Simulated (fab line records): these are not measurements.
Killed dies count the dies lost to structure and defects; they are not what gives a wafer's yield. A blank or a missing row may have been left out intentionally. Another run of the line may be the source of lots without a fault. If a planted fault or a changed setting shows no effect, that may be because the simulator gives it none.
Code-filled problem report in 8D (eight disciplines) form -- flow n5 finfet -- the parts of the form that need people (team, actions taken, sign-off) are left out

1. THE ISSUE
At N5_BEOL_M8_CVD_78, run length s averages 110.0 s over 2 wafers from 2 lots, while fault-free wafers read 165.2 s, standard deviation 0.43. That is -99 or more standard deviations from the usual mean.
The step: deposits Co from CCTBA/H2, target thk 2 nm, time 142.3 s.
First seen on wafer L350.2, day 15 14:26, on cvd co-01. At this step, 36 wafers from 14 lots have a number in the record. Rule for "out", or "out of limits": more than 4 standard deviations from the usual mean. The other wafers with a number count as sound.

2. WHAT IT IS; WHAT IT IS NOT
question,is,is not
which readings at this step,run length s,-
which lots,"L347, L350","L330, L331, L332, L333, L334, L335, L336, L337, L338, L339, L340, L341"
which wafers of those lots,"L347.6, L350.2","L347.4, L350.1"
read on which tools,cvd co-01,cvd co-02
when,from day 15 14:26,up to then (33 sound wafers); but 1 sound wafer of L347 came after

3. THE SUSPECTS, EACH WITH WHAT RULES IT OUT
Counting: if a tool at a process step up to the reading ran every lot that is out, it stays a suspect. Sound lots after the first of them don't rule it out here, since some wafers of a struck lot are sound.
- pvd sputter-02 at N5_BEOL_M8_SURFACE_TREAT_79: kept. Ran every lot that is out, first one L350 (day 15 14:22); last sound lot up to then L340 (day 14 07:22).
- cvd co-01 at N5_BEOL_M8_CVD_78 (deposits Co from CCTBA/H2, target thk 2 nm, time 142.3 s): kept. Ran every lot that is out, first one L350 (day 15 14:26); last sound lot up to then L340 (day 14 07:39). Its own readings are out on those wafers: run length s.
Left after counting: pvd sputter-02 at N5_BEOL_M8_SURFACE_TREAT_79, cvd co-01 at N5_BEOL_M8_CVD_78.

4. THE CAUSE (what the simulator had put in)
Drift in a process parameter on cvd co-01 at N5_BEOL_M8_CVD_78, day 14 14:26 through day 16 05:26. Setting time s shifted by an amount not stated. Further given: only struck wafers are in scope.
This tool is one of the 2 suspects left after counting.

5. THE EFFECT CHAIN, in route order
One row per reading whose mean, taken over the struck wafers that have a number, lies over 3 standard deviations from the usual. Readings are gone through only where the record gives a usual standard deviation; hours: the median, over the lots, of the time from a lot's start at the first step in this table giving one to that lot's start at this step; sigmas: the change measured in usual standard deviations.
hours,step,reading,usual,on struck wafers,change,sigmas
0,N5_BEOL_M8_CVD_78,run length s,165.2 s,110.0,-55.1,-99 or more
Its process steps:
- N5_BEOL_M8_CVD_78: deposits Co from CCTBA/H2, target thk 2 nm, time 142.3 s.

6. WHAT WOULD HAVE CAUGHT IT SOONER
The fault began at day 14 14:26; the first out-of-limits reading in this record came at day 15 14:26, 24 hours later.
